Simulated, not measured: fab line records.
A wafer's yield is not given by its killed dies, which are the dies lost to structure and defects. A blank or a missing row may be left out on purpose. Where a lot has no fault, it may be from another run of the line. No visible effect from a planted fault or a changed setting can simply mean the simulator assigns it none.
3 desks, one fault / flow nand_harc / each desk holds nothing but its own numbers, with what lay behind them at the end

THE DEFECT DESK
Lot by lot, what the route's inspections counted, given as the mean of those sampled wafers with a number. Marked OUT: a lot whose mean sits more than 4 standard deviations from the usual mean, which makes it out of limits; the brackets give that distance.
Columns: A = raw_defect_count at NHARC_P_M2_INSPECT_11, usual 4
lot=L412; first seen here=day 6 14:23; A=3
lot=L413; first seen here=day 6 18:38; A=8
lot=L415; first seen here=day 6 22:58; A=5
lot=L416; first seen here=day 7 07:59; A=4
lot=L417; first seen here=day 7 08:34; A=3
lot=L424; first seen here=day 9 08:46; A=3
lot=L426; first seen here=day 9 18:07; A=6
lot=L429; first seen here=day 10 16:24; A=6
lot=L432; first seen here=day 11 03:24; A=9
lot=L434; first seen here=day 11 14:44; A=3
lot=L435; first seen here=day 12 08:44; A=4
Finding of this desk: none of the 11 lots has anything out of limits.

THE METROLOGY DESK
Means of the sampled wafers that have a number, per lot and without regard to the tool the lot ran on: this is what the gauges read. Marked OUT: a lot whose mean sits more than 4 standard deviations from the usual mean, which makes it out of limits; the brackets give that distance.
Columns: A = cd_nm at NHARC_P_M2_CD_MEAS_09, usual 170.1 nm
lot=L412; first seen here=day 6 14:15; A=170.1
lot=L413; first seen here=day 6 18:30; A=169.8
lot=L415; first seen here=day 6 22:50; A=170.0
lot=L416; first seen here=day 7 07:52; A=170.5
lot=L417; first seen here=day 7 08:27; A=170.8
lot=L424; first seen here=day 9 08:38; A=174.4 (+6.8) OUT
lot=L426; first seen here=day 9 18:00; A=172.0
lot=L429; first seen here=day 10 16:17; A=169.7
lot=L432; first seen here=day 11 03:17; A=171.0
lot=L434; first seen here=day 11 14:37; A=170.6
lot=L435; first seen here=day 12 08:37; A=170.5
This desk's finding: out of limits on L424; first on L424, day 9 08:38 (cd_nm at NHARC_P_M2_CD_MEAS_09). Within limits: L412, L413, L415, L416, L417, L426, L429, L432, L434, L435.

THE TOOL OWNER'S DESK: arfi_scanner-02
The tool's own readings at NHARC_P_M2_EXPOSE_06 (exposes mask P M2, target cd 170 nm): means of the sampled wafers that have a number, for each lot that ran on this tool. Marked OUT: a lot whose mean sits more than 4 standard deviations from the usual mean, which makes it out of limits; the brackets give that distance.
Columns: A = exposure_dose_mJ_cm2 at NHARC_P_M2_EXPOSE_06, usual 80.77
lot=L413; first seen here=day 6 18:22; A=80.78
lot=L415; first seen here=day 6 22:42; A=80.88
lot=L416; first seen here=day 7 07:43; A=80.88
lot=L424; first seen here=day 9 08:30; A=78.59 (-27) OUT
lot=L426; first seen here=day 9 17:52; A=76.97 (-47) OUT
This desk's finding: out of limits on L424, L426; first on L424, day 9 08:30 (exposure_dose_mJ_cm2 at NHARC_P_M2_EXPOSE_06). Within limits: L413, L415, L416.

BROUGHT TOGETHER
The tool owner's desk had the chance to raise an alarm at day 9 08:30 on L424, L426.
The metrology desk could have raised an alarm at day 9 08:38, on L424.
No out-of-limits result turned up at the defect desk.
The defect desk has L424, L426 on record, within its limits.
The metrology desk has L426 on record, within its limits.
Of the lots named, all ran NHARC_P_M2_EXPOSE_06 on arfi_scanner-02.

WHAT WAS PUT IN BY THE SIMULATOR
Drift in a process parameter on arfi_scanner-02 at NHARC_P_M2_EXPOSE_06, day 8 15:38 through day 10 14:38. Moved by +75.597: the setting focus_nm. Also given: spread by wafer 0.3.
Shown lots that were struck: L424, L426.
Time in hours from fault onset to the first out-of-limits reading at each desk: tool owner's desk 17, metrology desk 17.
